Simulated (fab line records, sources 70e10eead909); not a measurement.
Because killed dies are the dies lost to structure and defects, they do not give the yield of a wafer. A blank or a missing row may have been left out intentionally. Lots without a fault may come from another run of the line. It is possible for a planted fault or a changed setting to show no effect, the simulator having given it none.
fab line records	flow nandHarc
record: lots: 5	wafers: 15	lastDay: 33
route steps=1302 shown A_ZERO_WELL@412 A_SOURCE_PLATE@413 A_ONON_D1@424 END@1302
lots that met no fault: from a run of the same line without faults
startH: the number of hours between the record's first day and the start of the first shown wafer of the lot	waitH: how many hours have passed since the lot's step before this one	" the same as in the row above	L1.1+2: several wafers, shown together as one row	- value missing, or start not given	* or withheld: withheld	< > ~ a bound
route shown NAME@n: NAME is a module with steps in the file, n the number in the route of the first one	usual: average and standard deviation across the fault-free wafers	same: alike in all rows	chamber/n: place in a boat	sites: per-site readings	_std_site: standard deviation across them	_edge_site: outer sites' mean less inner sites'	radiusMm: how far each site lies from the wafer's centre	mask NAME#n: copy n	behind: the last tool/chamber to shape the wafer	hold: why the lot was held/for how many hours/how that ended	device: transistor that didn't switch, given as n, p or np	end of line: the tests these same wafers got at the end of their route	a step given without rows: its recipe and nothing more	killed: not the wafer's yield, but the dies lost to structure and defects at the first sort	map: a wafer's dies, x killed, . not, _ none there
set.NAME: setting as actually run; set.NAME@STEP: the setting as run at that earlier step	model.NAME: the simulator's own value behind a step, which no gauge read
lots at selected steps of the route; one table per step, one row per wafer
services: from which hour (startH, from the record's first day; less than 0 if before it) a tool's chamber was out of use, for how many hours, and why
== steps ==
step: NHARC_A_ZERO_WELL_INSPECT_17
usual: rawDefectCount: 10/5.3
lot.wafer	tool	chamber	startH	waitH	rawDefectCount
L883.1	defectInspect-02	-	142.54	0.2	14
L883.5	"	-	"	"	7
L883.6	"	-	"	"	18
L887.1	defectInspect-02	-	181.73	0.2	15
L887.3	"	-	"	"	21
L887.6	"	-	"	"	19
L893.1	defectInspect-02	-	239.95	0.2	13
L893.5	"	-	"	"	9
L893.6	"	-	"	"	14
L896.4	defectInspect-02	-	264.68	0.1	5
L896.5	"	-	"	"	4
L896.6	"	-	"	"	5
L906.2	defectInspect-01	-	366.47	0.1	5
L906.3	"	-	"	"	9
L906.4	"	-	"	"	6
step: NHARC_A_SOURCE_PLATE_PRECLEAN_00
recipe: timeS: 60	chemistry: HF-LAST
step: NHARC_A_SOURCE_PLATE_SRD_01
step: NHARC_A_SOURCE_PLATE_OXIDE_02
recipe: targetThkA: 100	tempC: 900	oxTimeS: 1362	material: SiO2
step: NHARC_A_SOURCE_PLATE_THK_MEAS_09
recipe: thkMeasGauge: ellipsometry
usual: thkNm: 9.7/1
lot.wafer	tool	chamber	startH	waitH	thkNm
L883.1	filmMetro-01	-	150.47	0.4	10.3
L883.5	"	-	"	"	9.2
L883.6	"	-	"	"	8.7
L887.1	filmMetro-01	-	191.47	0.4	6.9
L887.3	"	-	"	"	9.6
L887.6	"	-	"	"	9.1
L893.1	filmMetro-01	-	246.03	0.4	8.1
L893.5	"	-	"	"	10.7
L893.6	"	-	"	"	11.1
L896.4	filmMetro-02	-	271.97	0.4	9.7
L896.5	"	-	"	"	8.9
L896.6	"	-	"	"	9.6
L906.2	filmMetro-02	-	373.80	0.4	8.1
L906.3	"	-	"	"	12.3
L906.4	"	-	"	"	8.8
step: NHARC_A_SOURCE_PLATE_PVD_04
recipe: targetThkA: 500	material: WSi2
step: NHARC_A_SOURCE_PLATE_CVD_03
recipe: targetThkA: 2000	tempC: 620	pressureMtorr: 200	timeS: 4000	material: poly-Si
step: NHARC_A_SOURCE_PLATE_ANNEAL_05
recipe: tempC: 850	timeS: 1800
step: NHARC_A_SOURCE_PLATE_THK_MEAS_06
recipe: thkMeasGauge: ellipsometry
usual: thkNm: 199.2/2.4
lot.wafer	tool	chamber	startH	waitH	thkNm
L883.1	filmMetro-02	-	163.44	0.4	197.3
L883.5	"	-	"	"	195.6
L883.6	"	-	"	"	197.2
L887.1	filmMetro-01	-	204.34	0.4	203.8
L887.3	"	-	"	"	203.1
L887.6	"	-	"	"	205.1
L893.1	filmMetro-01	-	259.02	0.4	199.6
L893.5	"	-	"	"	199.3
L893.6	"	-	"	"	197.9
L896.4	filmMetro-02	-	285.00	0.4	198.6
L896.5	"	-	"	"	199.0
L896.6	"	-	"	"	197.3
L906.2	filmMetro-01	-	386.77	0.4	201.5
L906.3	"	-	"	"	200.0
L906.4	"	-	"	"	201.9
step: NHARC_A_SOURCE_PLATE_INSPECT_08
usual: rawDefectCount: 61/25
lot.wafer	tool	chamber	startH	waitH	rawDefectCount
L883.1	defectInspect-02	-	163.55	0.0	44
L883.5	"	-	"	"	25
L883.6	"	-	"	"	85
L887.1	defectInspect-02	-	204.43	0.0	42
L887.3	"	-	"	"	59
L887.6	"	-	"	"	58
L893.1	defectInspect-02	-	259.08	0.0	91
L893.5	"	-	"	"	82
L893.6	"	-	"	"	84
L896.4	defectInspect-01	-	285.11	0.0	37
L896.5	"	-	"	"	48
L896.6	"	-	"	"	41
L906.2	defectInspect-02	-	386.83	0.0	99
L906.3	"	-	"	"	39
L906.4	"	-	"	"	69
step: NHARC_A_ONON_D1_DEP_00
recipe: targetThkA: 10000	n2FlowSccm: 2750	n2oFlowSccm: 2000	nh3FlowSccm: 500	sih4FlowSccm: 210	tempC: 400
lot.wafer	tool	chamber	startH	waitH
L883.1+5+6	pecvdOnon-03	0	163.61	0.1
L887.1+3+6	pecvdOnon-03	0	204.49	0.1
L893.1+5+6	pecvdOnon-03	0	259.15	0.1
L896.4+5+6	pecvdOnon-04	0	285.35	0.2
L906.2+3+4	pecvdOnon-02	0	386.95	0.1
step: NHARC_A_ONON_D1_THK_MEAS_02
recipe: thkMeasGauge: ellipsometry
usual: thkNm: 1002/8.6
lot.wafer	tool	chamber	startH	waitH	thkNm
L883.1	filmMetro-02	-	164.12	-	1001
L883.5	"	-	"	"	1001
L883.6	"	-	"	"	1001
L887.1	filmMetro-01	-	205.01	-	1008
L887.3	"	-	"	"	1007
L887.6	"	-	"	"	1007
L893.1	filmMetro-02	-	259.65	-	1000
L893.5	"	-	"	"	1744
L893.6	"	-	"	"	1743
L896.4	filmMetro-01	-	285.69	-	993
L896.5	"	-	"	"	992
L896.6	"	-	"	"	993
L906.2	filmMetro-01	-	387.40	-	995
L906.3	"	-	"	"	994
L906.4	"	-	"	"	994
step: NHARC_A_ONON_D1_DEP_03
recipe: targetThkA: 10000	n2FlowSccm: 2750	n2oFlowSccm: 2000	nh3FlowSccm: 500	sih4FlowSccm: 210	tempC: 400
step: NHARC_END_SORT_01
recipe: tempC: 25
usual: killedAtArray: 59/21	killedAtOther: 1.0/1.1	killedAtPeriphery: 4.0/2.6	killedDies: 64/21	killedOpen: 3.2/1.7	killedShort: 2.5/1.5
same: grossDies: 677
lot.wafer	tool	chamber	startH	waitH	killedAtArray	killedAtOther	killedAtPeriphery	killedDies	killedOpen	killedShort
L893.5	prober-01	0	666.56	3.7	676	0	1	677	5	1
L893.6	prober-01	0	667.36	4.0	674	1	2	677	2	2
killed by level:class
L893.5 A_ONON_D1:areaDep=585 A_CHANNEL_HOLE_D1:chamberFilmFlake=33 A_SLIT:chamberFilmFlake=33 A_CHANNEL_HOLE_D2:chamberFilmFlake=12 A_CONTACT:chamberFilmFlake=4 A_WL_FILL:geometricParticle:open=2 A_STAIRCASE:chamberFilmFlake=2 P_M0:geometricParticle:open=1
L893.6 A_ONON_D1:areaDep=584 A_SLIT:chamberFilmFlake=36 A_CHANNEL_HOLE_D1:chamberFilmFlake=30 A_CHANNEL_HOLE_D2:chamberFilmFlake=18 A_WL_FILL:geometricParticle:open=2 A_ONON_D1:geometricParticle:short=1 A_STAIRCASE:geometricParticle:short=1 P_GATE:chamberFilmFlake=1
map L893.5 (x killed, . not)
____________x____________
_________xxxxxxx_________
_______xxxxxxxxxxx_______
______xxxxxxxxxxxxx______
_____xxxxxxxxxxxxxxx_____
____xxxxxxxxxxxxxxxxx____
____xxxxxxxxxxxxxxxxx____
___xxxxxxxxxxxxxxxxxxx___
___xxxxxxxxxxxxxxxxxxx___
__xxxxxxxxxxxxxxxxxxxxx__
__xxxxxxxxxxxxxxxxxxxxx__
_xxxxxxxxxxxxxxxxxxxxxxx_
_xxxxxxxxxxxxxxxxxxxxxxx_
_xxxxxxxxxxxxxxxxxxxxxxx_
_xxxxxxxxxxxxxxxxxxxxxxx_
_xxxxxxxxxxxxxxxxxxxxxxx_
xxxxxxxxxxxxxxxxxxxxxxxxx
xxxxxxxxxxxxxxxxxxxxxxxxx
xxxxxxxxxxxxxxxxxxxxxxxxx
xxxxxxxxxxxxxxxxxxxxxxxxx
xxxxxxxxxxxxxxxxxxxxxxxxx
_xxxxxxxxxxxxxxxxxxxxxxx_
_xxxxxxxxxxxxxxxxxxxxxxx_
_xxxxxxxxxxxxxxxxxxxxxxx_
_xxxxxxxxxxxxxxxxxxxxxxx_
_xxxxxxxxxxxxxxxxxxxxxxx_
__xxxxxxxxxxxxxxxxxxxxx__
__xxxxxxxxxxxxxxxxxxxxx__
___xxxxxxxxxxxxxxxxxxx___
___xxxxxxxxxxxxxxxxxxx___
____xxxxxxxxxxxxxxxxx____
____xxxxxxxxxxxxxxxxx____
_____xxxxxxxxxxxxxxx_____
______xxxxxxxxxxxxx______
_______xxxxxxxxxxx_______
_________xxxxxxx_________
____________x____________
map L887.6 (x killed, . not)
____________.____________
_________......._________
_______..........._______
______.......x.....______
_____..............._____
____............x....____
____.........x.......____
___...................___
___..........x..x.....___
__.....x..xx...........__
__........xx......x..x.__
_......xx.x............._
_.....................x._
_.........x............._
_........xx............._
_.......x............x.._
.........x...............
.............x.....x.....
......................xx.
..x..x...................
.......................x.
_......................._
_......................._
_......................._
_........x....x..x......_
_.................x....._
__.....................__
__...............x.....__
___...............x...___
___.............x.....___
____..........x......____
____.....x.....x.....____
_____..........xx..._____
______.............______
_______.......xx.._______
_________x..x..._________
____________.____________
== services ==
tool	chamber	startH	hours	kind
pecvdOnon-02	-	185.20	13.0	pm
pecvdOnon-03	-	227.04	13.0	pm
pecvdOnon-04	-	311.05	13.0	pm
pecvdOnon-02	-	366.20	13.0	pm
== key ==
firstSign: step: NHARC_A_ONON_D1_THK_MEAS_02	reading: thkNm	direction: up	sigmas: 86	usual: 1002	struck: 1744
effect: step: NHARC_END_SORT_01	reading: killedAtArray	direction: up	sigmas: 29	usual: 59	struck: 675
moreKillsBornAt: NHARC_A_ONON_D1_DEP_00@pecvdOnon-03: 1169
metAt NHARC_A_ONON_D1_DEP_00
struckWafers L893.5,L893.6
laterRowsLeftOut L893.5,L893.6
testerLeftOut L893
onsetBetween 204.49 259.15
fault: kind: processParameterDrift	tool: pecvdOnon-03	chamber: -	onsetH: 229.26	steps: NHARC_A_ONON_D1_DEP_00	channel: targetThkA	offset: *	shape: step	endH: 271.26	scope: struckWafersOnly	actsIn: *	stated: *
testerLeftOut: of these lots the tester's yield and bins aren't shown, on N5 and GAA mostly nor the transistor test; their killed dies are dies lost to structure and defects alone, not to doping, threshold or leakage, so they don't give the yield
laterRowsLeftOut: the simulator's readings of these wafers behind a module that went badly wrong aren't trusted and aren't shown, but for the sort
